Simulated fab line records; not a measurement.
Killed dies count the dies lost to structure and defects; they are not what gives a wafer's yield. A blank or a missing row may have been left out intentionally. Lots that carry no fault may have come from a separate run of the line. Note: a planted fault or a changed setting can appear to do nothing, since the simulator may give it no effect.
Which of the tools did it? / flow n5-finfet / at 1 step of a route of 1938, 11 lots with 33 wafers sampled

## WHAT THE GAUGES READ, wafer by wafer
N5_BEOL_M0_SAQP_CD_MEAS_40: target cd 30 nm.
lot=L076; measured=day 6 07:00; on=cd-sem-01; cd-nm (nm)=30.36 30.52 30.02
lot=L078; measured=day 6 15:07; on=cd-sem-03; cd-nm (nm)=29.91 30.00 30.00
lot=L080; measured=day 7 03:29; on=cd-sem-03; cd-nm (nm)=30.01 30.61 30.02
lot=L082; measured=day 7 13:23; on=cd-sem-02; cd-nm (nm)=30.22 30.09 30.47
lot=L084; measured=day 8 11:01; on=cd-sem-02; cd-nm (nm)=30.09 29.87 29.92
lot=L086; measured=day 8 18:21; on=cd-sem-02; cd-nm (nm)=30.12 29.91 29.64
lot=L088; measured=day 9 02:03; on=cd-sem-01; cd-nm (nm)=30.02 30.03 30.56
lot=L090; measured=day 9 13:45; on=cd-sem-01; cd-nm (nm)=29.97 29.91 30.08
lot=L092; measured=day 10 05:08; on=cd-sem-01; cd-nm (nm)=30.71 30.10 30.13
lot=L095; measured=day 10 20:54; on=cd-sem-01; cd-nm (nm)=29.94 29.86 30.08
lot=L096; measured=day 11 05:23; on=cd-sem-02; cd-nm (nm)=29.83 30.46 30.19

## WHICH TOOL RAN EACH LOT (tool, then ch and the chambers of the sampled wafers, then the start)
No process step before these readings appears in the record.

## THE ANSWER, worked out from the rows above alone
Rule: usual is defined by the lots themselves. The widest of any qualifying gaps counts: lots, ordered by their means at a reading, are off when they make up no more than a third of the lots, leave a main group of 4 or more, and stand apart from it by 3 or more times the standard deviation of that group's means. Not used: any main group whose means are identical at the precision the tables above print for the reading. Also off: a lot with no number at a reading for which 4 or more lots have one. Where the step has rows for the other lots, those lots are counted as sound.
None of the lots is off at any reading shown; this tells nothing.

## WHAT THE SIMULATOR HAD PUT IN
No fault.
